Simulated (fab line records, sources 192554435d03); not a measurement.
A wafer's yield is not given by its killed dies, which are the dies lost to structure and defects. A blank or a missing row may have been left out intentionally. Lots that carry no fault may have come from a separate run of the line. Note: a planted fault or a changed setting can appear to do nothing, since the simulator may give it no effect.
fab line records	flow n5_finfet
record: lots: 5	wafers: 15	last_day: 18
route steps=1938 shown BEOL_M8@1341 PASSIVATION@1936
lots that met no fault: taken from a fault-free run of the same line
start_h: hours from the record's first day to the start of the lot's first wafer shown	wait_h: hours since the lot's step before	" same as the row above	L1.1+2: several wafers, shown together as one row	- no value present, or no start provided	* or withheld: withheld	< > ~ a bound
route shown NAME@n: names a module that has steps shown in the file, with the first one's number in the route	usual: mean and standard deviation over wafers with no fault	same: alike in all rows	chamber/n: place in a boat	sites: readings site by site	_std_site: the standard deviation of these	_edge_site: mean of outer sites minus mean of inner sites	radius_mm: for every site, how far away it sits from the centre of the wafer	mask NAME#n: copy n	behind: tool/chamber where the wafer was last shaped	hold: why the lot was held/for how many hours/how that ended	device: names the non-switching transistor (n, p or np)	end of line: the route-end tests of the same wafers	a step given without rows: its recipe and nothing more	killed: not the wafer's yield, but the dies lost to structure and defects at the first sort	map: dies across one wafer; x = killed, . = not, _ = none there
set.NAME: the setting the step ran with; set.NAME@STEP: the setting that earlier step ran with	model.NAME: the simulator's own value behind a step, which no gauge read
lots seen at some steps along the route; tables by step, rows by wafer
services: from which hour (start_h, from the record's first day; less than 0 if before it) a tool's chamber was out of use, for how many hours, and why
== steps ==
step: N5_BEOL_M8_SOFTBAKE_06
recipe: temp_c: 110	time_s: 60	resist: CAR-ArF
step: N5_BEOL_M8_EXPOSE_08
recipe: mask_id: M8	na: 1.35	source_shape: dipole	sigma_inner: 0.817	sigma_outer: 0.97	polarization: te	dose_mj: 68.25
step: N5_BEOL_M8_PEB_09
recipe: peb_temp_c: withheld	peb_time_s: 60	resist: CAR-ArF
step: N5_BEOL_M8_DEVELOP_10
recipe: develop_time_s: 30	developer: TMAH	resist: CAR-ArF	rinse_liquid: diw	dry: air_spin	dev_temp_c: 23
step: N5_BEOL_M8_CD_MEAS_11
recipe: target_cd_nm: 38.5	landing_energy_ev: 500	detector: se_inlens	polarity: opening
usual: cd_nm: 38.3/0.47
lot.wafer	tool	chamber	start_h	wait_h	cd_nm
L805.4	cd_sem-03	0	242.48	-	38.1
L805.5	"	0	"	"	37.9
L805.6	"	0	"	"	38.7
L806.2	cd_sem-03	0	258.82	-	38.8
L806.3	"	0	"	"	38.7
L806.6	"	0	"	"	38.6
L818.1	cd_sem-01	0	332.13	-	37.9
L818.3	"	0	"	"	39.2
L818.5	"	0	"	"	38.7
L819.3	cd_sem-01	0	336.94	-	38.2
L819.4	"	0	"	"	38.4
L819.5	"	0	"	"	37.7
L821.1	cd_sem-01	0	343.02	-	39.1
L821.2	"	0	"	"	38.7
L821.3	"	0	"	"	38.8
step: N5_BEOL_M8_OVL_MEAS_12
recipe: points_per_wafer: 44
usual: M8_OVL: -0.2/0.67
lot.wafer	tool	chamber	start_h	wait_h	M8_OVL[nm]
L805.4	overlay-01	0	242.50	0.0	-0.3
L805.5	"	0	"	"	-0.2
L805.6	"	0	"	"	0.5
L806.2	overlay-01	0	258.85	0.0	-0.3
L806.3	"	0	"	"	1.2
L806.6	"	0	"	"	-0.5
L818.1	overlay-01	0	332.16	0.0	-0.5
L818.3	"	0	"	"	-1.0
L818.5	"	0	"	"	-0.4
L819.3	overlay-01	0	336.97	0.0	-0.3
L819.4	"	0	"	"	-0.7
L819.5	"	0	"	"	-0.3
L821.1	overlay-02	0	343.05	0.0	-0.2
L821.2	"	0	"	"	-0.2
L821.3	"	0	"	"	-0.2
step: N5_BEOL_M8_INSPECT_13
recipe: mode: adi	inspect_instrument: brightfield
usual: raw_defect_count: 440/96
lot.wafer	tool	chamber	start_h	wait_h	raw_defect_count
L805.4	defect_inspect-02	-	242.53	0.0	528
L805.5	"	-	"	"	350
L805.6	"	-	"	"	595
L806.2	defect_inspect-01	-	258.87	0.0	579
L806.3	"	-	"	"	555
L806.6	"	-	"	"	476
L818.1	defect_inspect-01	-	332.18	0.0	389
L818.3	"	-	"	"	419
L818.5	"	-	"	"	442
L819.3	defect_inspect-02	-	337.00	0.0	416
L819.4	"	-	"	"	453
L819.5	"	-	"	"	469
L821.1	defect_inspect-01	-	343.08	0.0	420
L821.2	"	-	"	"	351
L821.3	"	-	"	"	289
step: N5_BEOL_M8_DESCUM_16
recipe: chemistry: O2	time_s: 7.9	source_power_w: 50	bias_power_w: 20	pressure_mtorr: 20	rf_frequency_hz: 2.712e+07	temp_c: 40	resist: CAR-ArF	o2_flow_sccm: 225
usual: bias_power_w: 20.00/0.057	drypump_motor_current_A: 5.7/0.45	o2_flow_sccm: 224.9/0.71	oes_product_au: 0.83/0.08	rf_vpp_V: 242.8/1.2	showerhead_plenum_p_Torr: 2.07/0.065	temp_c: 39.98/0.12	throttle_valve_pct: 20.42/0.23
lot.wafer	tool	chamber	start_h	wait_h	bias_power_w	drypump_motor_current_A	o2_flow_sccm	oes_product_au	rf_hours_counter_h	rf_vpp_V	showerhead_plenum_p_Torr	temp_c	throttle_valve_pct
L805.4	rie_diel-01	3	243.65	1.1	20.09	6.1	224.9	0.80	-	241.1	2.03	39.89	20.08
L805.5	"	2	"	"	20.11	5.8	224.5	0.86	-	243.5	2.06	39.75	20.66
L805.6	"	1	"	"	19.97	6.3	225.1	0.91	-	242.1	2.06	39.87	20.35
L806.2	rie_diel-03	0	258.91	0.0	20.05	5.2	225.4	0.69	213	242.8	1.97	39.87	20.37
L806.3	"	2	"	"	20.01	5.8	225.1	0.95	8	244.4	2.25	40.10	20.54
L806.6	"	2	"	"	19.97	5.9	224.6	0.95	-	245.9	2.25	40.03	20.52
L818.1	rie_diel-06	3	332.33	0.1	20.03	6.0	226.1	0.90	28	243.6	2.07	39.83	20.58
L818.3	"	2	"	"	20.10	4.9	224.0	0.84	99	241.9	2.11	40.09	20.67
L818.5	"	0	"	"	20.08	5.7	225.6	0.74	-	240.7	1.98	40.09	20.09
L819.3	rie_diel-06	3	337.03	0.0	20.02	6.0	224.1	0.89	30	243.3	2.07	39.93	20.58
L819.4	"	2	"	"	20.02	4.9	224.6	0.84	101	243.9	2.11	40.01	20.65
L819.5	"	0	"	"	19.92	5.7	225.8	0.73	-	242.0	1.98	40.04	20.08
L821.1	rie_diel-03	3	344.21	1.1	19.96	5.8	225.1	0.75	154	244.5	2.11	40.15	20.71
L821.2	"	0	"	"	20.02	5.2	225.3	0.67	244	241.4	1.96	39.87	20.41
L821.3	"	2	"	"	20.04	5.9	225.5	0.89	39	244.2	2.23	40.01	20.55
step: N5_BEOL_M8_ETCH_61
recipe: chemistry: CF4	target: SiARC	target_depth_a: 455	mask_material: CAR-ArF	time_s: 75.8	ion_energy_ev: 80	pressure_mtorr: 40	source_w: 545	bias_w: 36	Ar_flow_sccm: 100	cf4_flow_sccm: 100	ends: cleared
usual: drypump_motor_current_A: 5.7/0.45	etch_rf_on_time_s: 75.6/1.7	oes_product_au: 0.71/0.067	rf_vpp_V: 183.7/1.1	showerhead_plenum_p_Torr: 2.11/0.056	throttle_valve_pct: 15.52/0.2
lot.wafer	tool	chamber	start_h	wait_h	drypump_motor_current_A	etch_rf_on_time_s	oes_product_au	rf_hours_counter_h	rf_vpp_V	showerhead_plenum_p_Torr	throttle_valve_pct
L805.4	rie_diel-01	3	243.70	0.0	6.1	74.6	0.69	-	184.1	2.07	15.21
L805.5	"	2	"	"	5.8	79.0	0.72	-	182.4	2.09	15.59
L805.6	"	1	"	"	6.3	75.8	0.78	-	183.9	2.09	15.35
L806.2	rie_diel-03	0	258.94	0.0	5.2	75.6	0.60	213	184.3	2.03	15.61
L806.3	"	2	"	"	5.9	77.2	0.80	8	186.0	2.28	15.48
L806.6	"	2	"	"	5.9	77.8	0.80	-	186.2	2.28	15.49
L818.1	rie_diel-06	3	332.37	0.0	6.0	73.8	0.77	28	182.3	2.10	15.56
L818.3	"	2	"	"	4.9	73.8	0.72	99	185.0	2.14	15.74
L818.5	"	0	"	"	5.7	75.5	0.63	-	182.7	2.05	15.45
L819.3	rie_diel-06	3	337.06	0.0	6.0	75.4	0.75	30	185.1	2.10	15.55
L819.4	"	2	"	"	4.9	74.7	0.71	101	184.5	2.14	15.74
L819.5	"	0	"	"	5.8	76.8	0.63	-	181.9	2.05	15.46
L821.1	rie_diel-03	3	344.25	0.0	5.8	76.9	0.63	154	182.8	2.13	15.78
L821.2	"	0	"	"	5.2	76.1	0.58	244	183.8	2.02	15.66
L821.3	"	2	"	"	5.8	77.0	0.74	39	186.4	2.27	15.54
step: N5_BEOL_M8_ETCH_62
recipe: chemistry: N2/H2	target: SOC	target_depth_a: 1100	overetch_a: 220	mask_material: SiARC	temp_c: 40	time_s: 165	ion_energy_ev: 200	pressure_mtorr: 30	source_w: 840	bias_w: 150	n2_flow_sccm: 200	h2_flow_sccm: 200
usual: drypump_motor_current_A: 5.7/0.45	oes_product_au: 0.70/0.065	rf_vpp_V: 522.8/2.2	showerhead_plenum_p_Torr: 2.50/0.074	temp_c: 39.99/0.12	throttle_valve_pct: 17.72/0.26
lot.wafer	tool	chamber	start_h	wait_h	drypump_motor_current_A	oes_product_au	rf_hours_counter_h	rf_vpp_V	showerhead_plenum_p_Torr	temp_c	throttle_valve_pct
L805.4	rie_diel-01	3	243.79	0.1	6.1	0.68	-	520.4	2.46	39.89	17.44
L805.5	"	2	"	"	5.7	0.73	-	522.3	2.46	40.00	17.73
L805.6	"	1	"	"	6.3	0.77	-	521.5	2.47	39.92	17.45
L806.2	rie_diel-03	0	259.00	0.0	5.2	0.59	213	520.2	2.43	39.99	17.98
L806.3	"	2	"	"	5.8	0.81	8	528.6	2.72	39.99	17.74
L806.6	"	2	"	"	5.8	0.80	-	530.1	2.72	40.02	17.73
L818.1	rie_diel-06	3	332.42	0.0	6.0	0.75	28	520.1	2.48	40.02	17.77
L818.3	"	2	"	"	4.9	0.70	99	522.6	2.57	39.94	18.13
L818.5	"	0	"	"	5.8	0.63	-	520.3	2.42	39.89	17.55
L819.3	rie_diel-06	3	337.12	0.0	6.0	0.74	30	522.7	2.48	40.01	17.79
L819.4	"	2	"	"	4.9	0.70	101	522.5	2.57	40.10	18.13
L819.5	"	0	"	"	5.8	0.62	-	519.9	2.42	40.02	17.54
L821.1	rie_diel-03	3	344.30	0.0	5.8	0.63	154	525.0	2.55	40.04	18.14
L821.2	"	0	"	"	5.2	0.58	244	518.7	2.42	39.95	18.03
L821.3	"	2	"	"	5.9	0.75	39	529.0	2.70	39.96	17.77
step: N5_BEOL_M8_STRIP_68
recipe: chemistry: N2/H2	temp_c: 40	n2_flow_sccm: 200	h2_flow_sccm: 200	rf_frequency_hz: 6e+07
step: N5_BEOL_M8_STRIP_67
recipe: chemistry: CF4	resist: SiARC	power_w: 300	bias_power_w: 75	pressure_mtorr: 50	cf4_flow_sccm: 150	rf_frequency_hz: 6e+07
usual: bias_power_w: 75.00/0.2	drypump_motor_current_A: 5.7/0.45	oes_product_au: 0.83/0.077	rf_vpp_V: 270.6/1.3	showerhead_plenum_p_Torr: 1.77/0.045	throttle_valve_pct: 13.48/0.2
lot.wafer	tool	chamber	start_h	wait_h	bias_power_w	drypump_motor_current_A	oes_product_au	rf_hours_counter_h	rf_vpp_V	showerhead_plenum_p_Torr	throttle_valve_pct
L805.4	rie_diel-01	3	243.88	0.0	75.24	6.1	0.81	-	271.7	1.73	13.17
L805.5	"	2	"	"	75.02	5.8	0.86	-	268.1	1.76	13.53
L805.6	"	1	"	"	74.61	6.3	0.90	-	268.7	1.75	13.26
L806.2	rie_diel-03	0	259.14	0.0	75.23	5.2	0.70	213	270.2	1.70	13.58
L806.3	"	2	"	"	75.25	5.8	0.95	8	273.5	1.89	13.37
L806.6	"	2	"	"	75.50	5.8	0.95	-	273.1	1.89	13.36
L818.1	rie_diel-06	3	332.57	0.0	75.06	6.0	0.88	28	272.9	1.76	13.51
L818.3	"	2	"	"	74.86	4.9	0.83	99	272.0	1.79	13.65
L818.5	"	0	"	"	74.82	5.8	0.74	-	270.2	1.71	13.44
L819.3	rie_diel-06	3	337.27	0.0	74.98	6.0	0.88	30	269.7	1.76	13.52
L819.4	"	2	"	"	75.08	4.9	0.82	101	270.9	1.79	13.68
L819.5	"	0	"	"	74.91	5.8	0.74	-	270.1	1.71	13.46
L821.1	rie_diel-03	3	344.45	0.0	75.22	5.8	0.74	154	271.0	1.78	13.74
L821.2	"	0	"	"	74.63	5.2	0.68	244	267.3	1.69	13.64
L821.3	"	2	"	"	75.10	5.8	0.87	39	274.8	1.88	13.43
step: N5_BEOL_M8_HM_OPEN_17
recipe: chemistry: Cl2/BCl3	target_depth_a: 200	overetch_a: 60	target: TiN	mask_material: SOC	ion_energy_ev: 150	pressure_mtorr: 10	icp_w: 1000	bias_w: 126	Cl2_flow_sccm: 53.25	bcl3_flow_sccm: 21.75	Ar_flow_sccm: 25
usual: bcl3_flow_sccm: 21.74/0.073	drypump_motor_current_A: 5.8/0.44	oes_product_au: 0.70/0.063	throttle_valve_pct: 22.18/0.23
lot.wafer	tool	chamber	start_h	wait_h	bcl3_flow_sccm	drypump_motor_current_A	oes_product_au	rf_hours_counter_h	throttle_valve_pct	model.SOC_of_BEOL_M8_COAT_59.thk_nm
L805.4	rie_metal-01	1	243.94	0.1	21.66	6.3	0.60	-	22.61	92.6
L805.5	"	0	"	"	21.62	5.6	0.63	-	22.05	92.4
L805.6	"	1	"	"	21.63	6.3	0.60	-	22.62	92.2
L806.2	rie_metal-02	1	259.18	0.0	21.79	6.4	0.76	17	22.15	92
L806.3	"	0	"	"	21.79	5.0	0.72	-	22.30	92.2
L806.6	"	0	"	"	21.63	5.0	0.72	-	22.30	91.8
L818.1	rie_metal-02	1	332.61	0.0	21.88	6.4	0.73	23	22.18	92.6
L818.3	"	1	"	"	21.81	6.4	0.73	-	22.16	92.8
L818.5	"	0	"	"	21.78	5.0	0.70	-	22.33	93.6
L819.3	rie_metal-01	1	337.34	0.1	21.81	6.2	0.59	-	22.63	92.8
L819.4	"	0	"	"	21.60	5.7	0.62	-	22.08	92.4
L819.5	"	0	"	"	21.71	5.6	0.63	-	22.08	92.2
L821.1	rie_metal-03	1	344.50	0.0	21.86	5.8	0.72	19	21.92	92.4
L821.2	"	0	"	"	21.83	5.7	0.75	18	22.02	92.2
L821.3	"	1	"	"	21.78	5.8	0.74	-	21.91	92
step: N5_BEOL_M8_STRIP_19
recipe: chemistry: O2	power_w: 400	temp_c: 40	pressure_mtorr: 30	rf_frequency_hz: 6e+07	bias_power_w: 0	overash_fraction: 0.2	o2_flow_sccm: 225
usual: drypump_motor_current_A: 5.7/0.4	o2_flow_sccm: 225.0/0.67	oes_product_au: 0.81/0.085	rf_vpp_V: 3.7/0.6	showerhead_plenum_p_Torr: 2.08/0.08	temp_c: 39.99/0.12	throttle_valve_pct: 16.65/0.22
same: bias_power_w: 0	overash_fraction: 0.2
lot.wafer	tool	chamber	start_h	wait_h	drypump_motor_current_A	o2_flow_sccm	oes_product_au	rf_hours_counter_h	rf_vpp_V	showerhead_plenum_p_Torr	temp_c	throttle_valve_pct
L805.4	rie_diel-06	0	244.09	0.1	5.7	224.4	0.77	-	2.9	2.00	39.94	16.32
L805.5	"	2	"	"	4.9	225.0	0.87	-	3.7	2.12	39.89	16.79
L805.6	"	1	"	"	5.7	225.0	0.67	-	3.5	2.06	39.86	16.88
L806.2	rie_diel-03	3	259.32	0.1	5.8	224.8	0.78	123	3.3	2.12	39.90	16.93
L806.3	"	1	"	"	5.8	224.4	0.89	41	3.2	2.15	40.07	16.34
L806.6	"	0	"	"	5.2	224.0	0.70	-	3.8	1.98	39.76	16.64
L818.1	rie_diel-06	1	332.78	0.1	5.7	225.6	0.92	15	4.1	2.05	39.82	16.48
L818.3	"	2	"	"	4.9	226.8	0.83	99	2.5	2.11	40.09	16.88
L818.5	"	0	"	"	5.7	224.4	0.73	-	4.6	1.98	40.09	16.41
L819.3	rie_diel-03	1	337.42	0.1	5.9	224.9	0.84	69	4.1	2.15	40.02	16.38
L819.4	"	0	"	"	5.2	224.1	0.67	242	3.7	1.97	39.95	16.69
L819.5	"	0	"	"	5.2	225.3	0.68	-	4.0	1.97	39.99	16.69
L821.1	rie_diel-03	1	344.61	0.1	5.9	226.1	0.83	72	4.3	2.14	40.17	16.41
L821.2	"	0	"	"	5.2	224.0	0.67	244	3.5	1.97	39.92	16.68
L821.3	"	3	"	"	5.8	225.7	0.74	154	3.7	2.11	39.94	16.99
step: N5_PASSIVATION_PROBE_49
usual: defect_limited_yield: 91.2/1.6	killed_at_M0_to_M3: 35/11	killed_at_M4_up: 14/5.4	killed_at_contacts: 13/6	killed_at_front_end: 38/11	killed_at_other: 3.4/2.6	killed_dies: 104/19	killed_open: 68/13	killed_short: 34/8.5	sort_bin_5_function: 5.1/1	sort_bin_6_memory: 3.3/0.72	sort_n_pass: 1075/22	sort_yield_pct: 91.1/1.9
same: gross_dies: 1180	killed_at_back_side: 0	sort_bin_4_leakage[%]: 0	sort_bin_8_speed[%]: 0
lot.wafer	tool	chamber	start_h	wait_h	defect_limited_yield[%]	killed_at_M0_to_M3	killed_at_M4_up	killed_at_contacts	killed_at_front_end	killed_at_other	killed_dies	killed_open	killed_short	sort_bin_5_function[%]	sort_bin_6_memory[%]	sort_n_pass	sort_yield_pct[%]
L806.3	prober-02	-	346.49	0.1	90.9	33	17	13	35	9	107	67	40	4.7	4.0	1073	90.9
L806.6	prober-02	-	346.64	0.3	89.4	26	15	22	55	7	125	69	49	6.4	3.4	1055	89.4
killed by level:class
L806.3 FIN_SAQP:geometric_particle:short=10 MOL_CONTACT_COAG:geometric_particle:open=10 BEOL_M4:geometric_particle:open=8 BEOL_M3:geometric_particle:open=7 BEOL_M0:geometric_particle:open=5 BEOL_M2:geometric_particle:open=5 BEOL_M1:geometric_particle:open=5 STARTING-WAFER:geometric_particle:short=5
L806.6 FIN_SAQP:geometric_particle:short=19 MOL_CONTACT_COAG:geometric_particle:open=15 FIN_SAQP:geometric_particle:open=10 BEOL_M4:geometric_particle:open=8 MOL_CONTACT_COAG:geometric_particle:short=7 STI_FIN_REVEAL:geometric_particle:open=7 HKMG_FIN:area_etch=7 BEOL_M2:geometric_particle:open=6
== services ==
tool	chamber	start_h	hours	kind
rie_diel-03	-	219.88	28.1	pm
rie_metal-02	-	235.86	2.8	pm
rie_diel-01	0	238.87	-	clean
rie_diel-01	0	238.87	-	consumable_replace:focus_ring
rie_diel-01	0	238.87	17.9	scheduled_down
rie_diel-01	0	238.87	17.9	vent_cycle
rie_diel-06	3	242.28	-	clean
rie_diel-06	3	242.28	-	consumable_replace:focus_ring
rie_diel-06	3	242.28	19.6	scheduled_down
rie_diel-06	3	242.28	19.6	vent_cycle
rie_metal-01	-	242.61	0.2	repair
rie_diel-06	1	282.21	-	clean
rie_diel-06	1	282.21	-	consumable_replace:focus_ring
rie_diel-06	1	282.21	13.8	scheduled_down
rie_diel-06	1	282.21	13.8	vent_cycle
rie_diel-01	2	306.55	1.8	repair
rie_diel-01	-	317.64	2.8	pm
== key ==
first_sign none at tools or gauges
model_effect: step: N5_BEOL_M8_HM_OPEN_17	value: SOC_of_BEOL_M8_COAT_59.thk_nm	without: 92.4	struck: 93.6
met_at N5_BEOL_M8_HM_OPEN_17
struck_wafers L818.5
onset_between 259.18 332.61
fault: kind: process_parameter_drift	tool: rie_metal-02	chamber: -	onset_h: 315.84	steps: N5_BEOL_M8_HM_OPEN_17	channel: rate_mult	offset: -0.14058	shape: step	end_h: 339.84	scope: struck_wafers_only
